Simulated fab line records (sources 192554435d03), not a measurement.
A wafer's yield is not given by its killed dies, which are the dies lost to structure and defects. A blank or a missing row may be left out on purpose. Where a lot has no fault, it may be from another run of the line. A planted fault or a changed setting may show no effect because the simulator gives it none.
Chamber matching | flow n5Finfet | 4 sister chambers for N5_BEOL_M12_ETCH_59 on rieDiel-03
The step etches BARC in N2/H2, target depth 89 nm, overetch 26.7 nm, time 67.9 s. 8 wafers are shown with their chamber, then 9 later ones without.

== WAFERS PAIRED WITH THEIR CHAMBERS ==
wafer  | chamber | drypumpMotorCurrentA (A) | showerheadPlenumPTorr (Torr)
L080.5 | 1       | 6.6                      | 2.47
L082.1 | 2       | 6.0                      | 2.60
L089.1 | 0       | 5.4                      | 2.49
L089.3 | 3       | 5.5                      | 2.48
L089.4 | 1       | 6.6                      | 2.46
L086.1 | 3       | 5.5                      | 2.48
L086.2 | 0       | 5.4                      | 2.49
L086.4 | 2       | 5.9                      | 2.60

== WAFERS WHOSE CHAMBER IS MISSING ==
wafer  | drypumpMotorCurrentA (A) | showerheadPlenumPTorr (Torr)
L088.1 | 6.6                      | 2.46
L088.4 | 6.6                      | 2.46
L088.5 | 5.5                      | 2.47
L093.1 | 6.0                      | 2.59
L093.4 | 5.4                      | 2.48
L093.6 | 6.6                      | 2.46
L097.1 | 6.0                      | 2.59
L097.2 | 5.5                      | 2.47
L097.3 | 6.6                      | 2.46

== WHICH CHAMBER EACH ONE RAN IN ==
wafer  | from the rows above     | in truth
L088.1 | 1                       | 1
L088.4 | 1                       | 1
L088.5 | 3                       | 3
L093.1 | 2                       | 2
L093.4 | can't be placed: 0 or 3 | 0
L093.6 | 1                       | 1
L097.1 | 2                       | 2
L097.2 | 3                       | 3
L097.3 | 1                       | 1
8 of 9 placed correctly. Unplaceable from these rows: 1, with the true chamber sitting among the candidates in 1. Placed wrongly: 0.
How it was worked out, from the rows above alone: a wafer's distance from a chamber is the root of the sum, over the readings, of the square of ((its reading less the chamber's mean) divided by the reading's scatter). The wafer belongs to the nearest chamber; if the next one is less than 2 further off, it can't be placed. A chamber's mean is the mean of its shown wafers. The scatter: take each reading less its chamber's mean, square it, sum over the shown wafers, divide by the number of wafers less the number of chambers, and take the root.
